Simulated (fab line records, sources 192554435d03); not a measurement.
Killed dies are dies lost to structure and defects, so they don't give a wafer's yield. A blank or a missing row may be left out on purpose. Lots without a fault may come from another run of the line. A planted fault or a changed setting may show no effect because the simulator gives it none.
Chamber matching | flow n5_finfet | N5_BEOL_M0_SAQP_HM_DEP_111 on pecvd-02: 3 sister chambers
The step deposits SiO2 from SiH4/N2O, target thk 12 nm, time 7.2 s. 20 wafers are shown with their chamber, then 10 later ones without.

WAFERS WITH THEIR CHAMBER
wafer  | chamber | showerhead_plenum_p_Torr (Torr) | heater_power_w (W)
L074.1 | 0       | 8.28                            | 717
L074.3 | 1       | 8.00                            | 868
L074.5 | 0       | 8.27                            | 721
L075.1 | 1       | 7.98                            | 803
L075.3 | 2       | 7.90                            | 717
L075.6 | 0       | 8.25                            | 647
L078.1 | 0       | 8.25                            | 760
L078.4 | 0       | 8.27                            | 775
L078.6 | 1       | 8.01                            | 800
L082.1 | 0       | 8.25                            | 709
L082.4 | 2       | 7.91                            | 832
L082.6 | 0       | 8.29                            | 719
L084.2 | 1       | 8.00                            | 821
L084.4 | 1       | 7.99                            | 821
L084.5 | 2       | 7.92                            | 824
L085.2 | 0       | 8.25                            | 772
L085.4 | 1       | 7.99                            | 780
L085.6 | 2       | 7.91                            | 828
L088.1 | 1       | 8.01                            | 810
L088.2 | 0       | 8.27                            | 717

SIGNATURES (means of the wafers above)
reading                  | chamber 0 | chamber 1 | chamber 2 | scatter within a chamber
showerhead_plenum_p_Torr | 8.2644    | 7.9971    | 7.9100    | 0.0128
heater_power_w           | 726.33    | 814.71    | 800.25    | 39.3
Rule: a wafer's distance from a chamber is the root of the sum, over the readings, of the square of ((its reading less the chamber's mean) divided by the reading's scatter). The wafer belongs to the nearest chamber; if the next one is less than 2 further off, it can't be placed. The scatter: the root of (the sum of the squares of (reading less its chamber's mean) over the shown wafers, divided by (wafers less chambers)).

WAFERS WITHOUT THEIR CHAMBER
wafer  | showerhead_plenum_p_Torr (Torr) | heater_power_w (W)
L088.5 | 7.89                            | 797
L092.2 | 8.26                            | 749
L092.3 | 7.91                            | 791
L092.5 | 7.91                            | 806
L097.1 | 8.26                            | 777
L097.2 | 7.91                            | 804
L097.3 | 8.00                            | 788
L097.4 | 8.28                            | 769
L097.5 | 7.88                            | 806
L097.6 | 8.01                            | 823

WHICH CHAMBER EACH WENT THROUGH
wafer  | from the rows above | in truth
L088.5 | 2                   | 2
L092.2 | 0                   | 0
L092.3 | 2                   | 2
L092.5 | 2                   | 2
L097.1 | 0                   | 0
L097.2 | 2                   | 2
L097.3 | 1                   | 1
L097.4 | 0                   | 0
L097.5 | 2                   | 2
L097.6 | 1                   | 1
Placed correctly: 10 of 10. Can't be placed from these rows: 0. Placed wrongly: 0.
